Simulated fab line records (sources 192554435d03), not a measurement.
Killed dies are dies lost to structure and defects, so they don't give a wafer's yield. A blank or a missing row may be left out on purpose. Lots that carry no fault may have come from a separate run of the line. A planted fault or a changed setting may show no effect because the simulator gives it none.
fab line records -- flow n5Finfet -- part 2 of 2: steps 23 to 31 of 31
[record] lots = 5, wafers = 15, lastDay = 20
route steps=1938 shown BEOL_M2@885
lots that met no fault: from a run of the same line without faults
startH: hours from the record's opening day to when the first of the lot's shown wafers began -- waitH: how many hours have passed since the lot's step before this one -- " same as the row above -- L1.1+2: one row covering several wafers at once -- - no value present, or no start provided -- * or withheld: withheld -- < > ~ a bound
route shown NAME@n: NAME is a module with steps in the file, n the number in the route of the first one -- usual: mean/standard deviation of fault-free wafers -- same: alike in all rows -- chamber/n: place in a boat -- sites: the reading at each site -- _std_site: the values' standard deviation -- _edge_site: outer sites' mean less inner sites' -- radiusMm: for every site, how far away it sits from the centre of the wafer -- mask NAME#n: copy n -- behind: the tool/chamber that last shaped the wafer -- hold: the reason the lot was held/the length of the hold in hours/how it ended -- device: the n, p or np transistor that did not switch -- end of line: tests run on the same wafers once the route is complete -- a step given without rows: its recipe and nothing more -- killed: dies lost to structure and defects at the first sort, not the wafer's yield -- map: per-die view of a wafer (x killed, . not killed, _ where there is no die)
set.NAME: the setting as run; set.NAME@STEP: as run at that earlier step -- model.NAME: the simulator's own value behind a step, which no gauge read
lots at some steps of the route; a table a step, a row a wafer
services: the hour from which a tool's chamber was out of use, counted from the record's first day as startH (under 0 if before that day), plus the number of hours and why
[[steps]]
[step N5_BEOL_M2_ANNEAL_80]
[recipe] tempC = 400, timeS = 240, ambient = vacuum
[usual] heaterPowerW = 811/57
lot.wafer,tool,chamber,startH,waitH,heaterPowerW
L082.1,pvdSputter-02,-,205.02,0.0,706
L082.3,pvdSputter-02,-,205.02,0.0,876
L082.6,pvdSputter-02,-,205.02,0.0,746
L081.1,pvdSputter-03,-,211.65,0.0,847
L081.5,pvdSputter-03,-,211.65,0.0,883
L081.6,pvdSputter-03,-,211.65,0.0,769
L086.1,pvdSputter-03,-,241.80,0.0,827
L086.3,pvdSputter-03,-,241.80,0.0,783
L086.5,pvdSputter-03,-,241.80,0.0,872
L089.3,pvdSputter-03,-,252.59,0.0,835
L089.4,pvdSputter-03,-,252.59,0.0,893
L089.5,pvdSputter-03,-,252.59,0.0,786
L096.1,pvdSputter-03,-,284.62,0.0,796
L096.5,pvdSputter-03,-,284.62,0.0,838
L096.6,pvdSputter-03,-,284.62,0.0,762
[step N5_BEOL_M2_SPUTTER_81]
[recipe] material = Cu, targetThkA = 45, tempC = -20, chamberPressurePa = 0.07, powerW = withheld, timeS = 8.29
[usual] chuckSensorTempC = -15.7/0.54, throttleValvePct = 29.6/0.87
lot.wafer,tool,chamber,startH,waitH,chuckSensorTempC,throttleValvePct
L082.1,pvdSputter-02,-,205.16,0.1,-15.3,29.5
L082.3,pvdSputter-02,-,205.16,0.1,-16.4,30.1
L082.6,pvdSputter-02,-,205.16,0.1,-15.5,29.2
L081.1,pvdSputter-03,-,211.79,0.1,-15.5,28.5
L081.5,pvdSputter-03,-,211.79,0.1,-15.6,30.0
L081.6,pvdSputter-03,-,211.79,0.1,-14.9,31.2
L086.1,pvdSputter-03,-,241.94,0.1,-15.5,28.3
L086.3,pvdSputter-03,-,241.94,0.1,-14.8,31.2
L086.5,pvdSputter-03,-,241.94,0.1,-15.5,29.6
L089.3,pvdSputter-03,-,252.73,0.1,-15.4,28.5
L089.4,pvdSputter-03,-,252.73,0.1,-15.3,29.6
L089.5,pvdSputter-03,-,252.73,0.1,-14.8,31.2
L096.1,pvdSputter-03,-,284.76,0.1,-15.2,29.0
L096.5,pvdSputter-03,-,284.76,0.1,-15.4,28.5
L096.6,pvdSputter-03,-,284.76,0.1,-15.0,31.2
[step N5_BEOL_M2_ANNEAL_82]
[recipe] tempC = 400, timeS = 240, ambient = vacuum
[usual] heaterPowerW = 810/57
lot.wafer,tool,chamber,startH,waitH,heaterPowerW
L082.1,pvdSputter-02,-,205.24,0.0,716
L082.3,pvdSputter-02,-,205.24,0.0,859
L082.6,pvdSputter-02,-,205.24,0.0,759
L081.1,pvdSputter-03,-,211.87,0.0,846
L081.5,pvdSputter-03,-,211.87,0.0,898
L081.6,pvdSputter-03,-,211.87,0.0,807
L086.1,pvdSputter-03,-,242.02,0.0,827
L086.3,pvdSputter-03,-,242.02,0.0,779
L086.5,pvdSputter-03,-,242.02,0.0,868
L089.3,pvdSputter-03,-,252.81,0.0,849
L089.4,pvdSputter-03,-,252.81,0.0,893
L089.5,pvdSputter-03,-,252.81,0.0,762
L096.1,pvdSputter-03,-,284.84,0.0,809
L096.5,pvdSputter-03,-,284.84,0.0,854
L096.6,pvdSputter-03,-,284.84,0.0,779
[step N5_BEOL_M2_SPUTTER_86]
[recipe] material = Cu, targetThkA = 45, tempC = -20, chamberPressurePa = 0.07, powerW = withheld, timeS = 8.29
[usual] chuckSensorTempC = -15.7/0.53, throttleValvePct = 29.6/0.88
lot.wafer,tool,chamber,startH,waitH,chuckSensorTempC,throttleValvePct
L082.1,pvdSputter-02,-,205.38,0.1,-15.4,29.7
L082.3,pvdSputter-02,-,205.38,0.1,-16.2,30.4
L082.6,pvdSputter-02,-,205.38,0.1,-15.5,29.3
L081.1,pvdSputter-03,-,212.01,0.1,-15.4,28.6
L081.5,pvdSputter-03,-,212.01,0.1,-15.4,29.8
L081.6,pvdSputter-03,-,212.01,0.1,-14.9,31.2
L086.1,pvdSputter-03,-,242.16,0.1,-15.6,28.4
L086.3,pvdSputter-03,-,242.16,0.1,-14.8,31.0
L086.5,pvdSputter-03,-,242.16,0.1,-15.4,29.8
L089.3,pvdSputter-03,-,252.95,0.1,-15.5,28.6
L089.4,pvdSputter-03,-,252.95,0.1,-15.5,29.8
L089.5,pvdSputter-03,-,252.95,0.1,-14.9,31.5
L096.1,pvdSputter-03,-,284.98,0.1,-15.3,29.0
L096.5,pvdSputter-03,-,284.98,0.1,-15.6,28.5
L096.6,pvdSputter-03,-,284.98,0.1,-15.1,31.3
[step N5_BEOL_M2_ANNEAL_87]
[recipe] tempC = 400, timeS = 240, ambient = vacuum
[usual] heaterPowerW = 809/58
lot.wafer,tool,chamber,startH,waitH,heaterPowerW
L082.1,pvdSputter-02,-,205.46,0.0,702
L082.3,pvdSputter-02,-,205.46,0.0,882
L082.6,pvdSputter-02,-,205.46,0.0,757
L081.1,pvdSputter-03,-,212.09,0.0,848
L081.5,pvdSputter-03,-,212.09,0.0,910
L081.6,pvdSputter-03,-,212.09,0.0,763
L086.1,pvdSputter-03,-,242.24,0.0,830
L086.3,pvdSputter-03,-,242.24,0.0,771
L086.5,pvdSputter-03,-,242.24,0.0,883
L089.3,pvdSputter-03,-,253.03,0.0,838
L089.4,pvdSputter-03,-,253.03,0.0,888
L089.5,pvdSputter-03,-,253.03,0.0,769
L096.1,pvdSputter-03,-,285.06,0.0,799
L096.5,pvdSputter-03,-,285.06,0.0,826
L096.6,pvdSputter-03,-,285.06,0.0,805
[step N5_BEOL_M2_SPUTTER_88]
[recipe] material = Cu, targetThkA = 45, tempC = -20, chamberPressurePa = 0.07, powerW = withheld, timeS = 8.29
[usual] chuckSensorTempC = -15.7/0.54, throttleValvePct = 29.7/0.86
lot.wafer,tool,chamber,startH,waitH,chuckSensorTempC,throttleValvePct
L082.1,pvdSputter-02,-,205.60,0.1,-15.3,29.7
L082.3,pvdSputter-02,-,205.60,0.1,-16.1,30.6
L082.6,pvdSputter-02,-,205.60,0.1,-15.5,29.4
L081.1,pvdSputter-03,-,212.23,0.1,-15.3,28.6
L081.5,pvdSputter-03,-,212.23,0.1,-15.5,30.1
L081.6,pvdSputter-03,-,212.23,0.1,-15.0,31.5
L086.1,pvdSputter-03,-,242.38,0.1,-15.5,28.7
L086.3,pvdSputter-03,-,242.38,0.1,-14.9,31.1
L086.5,pvdSputter-03,-,242.38,0.1,-15.4,30.1
L089.3,pvdSputter-03,-,253.17,0.1,-15.3,28.6
L089.4,pvdSputter-03,-,253.17,0.1,-15.4,29.9
L089.5,pvdSputter-03,-,253.17,0.1,-14.9,30.9
L096.1,pvdSputter-03,-,285.20,0.1,-15.2,29.0
L096.5,pvdSputter-03,-,285.20,0.1,-15.6,28.5
L096.6,pvdSputter-03,-,285.20,0.1,-14.9,31.2
[step N5_BEOL_M2_ANNEAL_89]
[recipe] tempC = 400, timeS = 240, ambient = vacuum
[usual] heaterPowerW = 810/58
lot.wafer,tool,chamber,startH,waitH,heaterPowerW
L082.1,pvdSputter-02,-,205.68,0.0,722
L082.3,pvdSputter-02,-,205.68,0.0,848
L082.6,pvdSputter-02,-,205.68,0.0,764
L081.1,pvdSputter-03,-,212.31,0.0,855
L081.5,pvdSputter-03,-,212.31,0.0,876
L081.6,pvdSputter-03,-,212.31,0.0,779
L086.1,pvdSputter-03,-,242.46,0.0,857
L086.3,pvdSputter-03,-,242.46,0.0,791
L086.5,pvdSputter-03,-,242.46,0.0,901
L089.3,pvdSputter-03,-,253.25,0.0,853
L089.4,pvdSputter-03,-,253.25,0.0,900
L089.5,pvdSputter-03,-,253.25,0.0,778
L096.1,pvdSputter-03,-,285.28,0.0,815
L096.5,pvdSputter-03,-,285.28,0.0,833
L096.6,pvdSputter-03,-,285.28,0.0,778
[step N5_BEOL_M2_SPUTTER_90]
[recipe] material = Cu, targetThkA = 45, tempC = -20, chamberPressurePa = 0.07, powerW = withheld, timeS = 8.29
[usual] chuckSensorTempC = -15.7/0.54, throttleValvePct = 29.6/0.86
lot.wafer,tool,chamber,startH,waitH,chuckSensorTempC,throttleValvePct
L082.1,pvdSputter-02,-,205.82,0.1,-15.5,29.8
L082.3,pvdSputter-02,-,205.82,0.1,-16.0,30.4
L082.6,pvdSputter-02,-,205.82,0.1,-15.4,29.1
L081.1,pvdSputter-03,-,212.45,0.1,-15.3,28.5
L081.5,pvdSputter-03,-,212.45,0.1,-15.5,29.6
L081.6,pvdSputter-03,-,212.45,0.1,-15.0,31.0
L086.1,pvdSputter-03,-,242.60,0.1,-15.5,28.3
L086.3,pvdSputter-03,-,242.60,0.1,-14.9,31.3
L086.5,pvdSputter-03,-,242.60,0.1,-15.4,29.8
L089.3,pvdSputter-03,-,253.39,0.1,-15.3,28.4
L089.4,pvdSputter-03,-,253.39,0.1,-15.5,30.0
L089.5,pvdSputter-03,-,253.39,0.1,-15.0,31.4
L096.1,pvdSputter-03,-,285.42,0.1,-15.0,29.2
L096.5,pvdSputter-03,-,285.42,0.1,-15.4,28.4
L096.6,pvdSputter-03,-,285.42,0.1,-15.0,31.1
[step N5_BEOL_M2_ANNEAL_91]
[recipe] tempC = 400, timeS = 240, ambient = vacuum
[usual] heaterPowerW = 812/58
lot.wafer,tool,chamber,startH,waitH,heaterPowerW
L082.1,pvdSputter-02,-,205.90,0.0,714
L082.3,pvdSputter-02,-,205.90,0.0,864
L082.6,pvdSputter-02,-,205.90,0.0,750
L081.1,pvdSputter-03,-,212.53,0.0,832
L081.5,pvdSputter-03,-,212.53,0.0,912
L081.6,pvdSputter-03,-,212.53,0.0,798
L086.1,pvdSputter-03,-,242.68,0.0,832
L086.3,pvdSputter-03,-,242.68,0.0,770
L086.5,pvdSputter-03,-,242.68,0.0,887
L089.3,pvdSputter-03,-,253.47,0.0,860
L089.4,pvdSputter-03,-,253.47,0.0,883
L089.5,pvdSputter-03,-,253.47,0.0,785
L096.1,pvdSputter-03,-,285.50,0.0,801
L096.5,pvdSputter-03,-,285.50,0.0,853
L096.6,pvdSputter-03,-,285.50,0.0,790
[[services]]
tool,chamber,startH,hours,kind
rieDiel-04,2,196.85,3.7,repair
aldMetal-01,-,200.19,1.3,repair
pvdSputter-01,-,219.23,4.0,repair
rieDiel-01,0,223.62,-,clean
rieDiel-01,0,223.62,-,consumableReplace:focusRing
rieDiel-01,0,223.62,32.8,scheduledDown
rieDiel-01,0,223.62,32.8,ventCycle
rieDiel-05,3,240.08,-,clean
rieDiel-05,3,240.08,-,consumableReplace:focusRing
rieDiel-05,3,240.08,-,consumableReplace:showerhead
rieDiel-05,3,240.08,25.9,scheduledDown
rieDiel-05,3,240.08,25.9,ventCycle
cvdCo-02,2,240.71,4.8,repair
aldMetal-01,1,242.96,2.0,repair
wetBench-05,-,243.11,7.0,repair
cvdCo-01,0,243.52,11.4,repair
rieDiel-04,0,268.44,10.6,repair
rieDiel-05,2,269.41,-,clean
rieDiel-05,2,269.41,-,consumableReplace:focusRing
rieDiel-05,2,269.41,16.1,scheduledDown
rieDiel-05,2,269.41,16.1,ventCycle
rieDiel-04,3,273.77,2.0,repair
cvdCo-02,-,285.01,2.8,pm
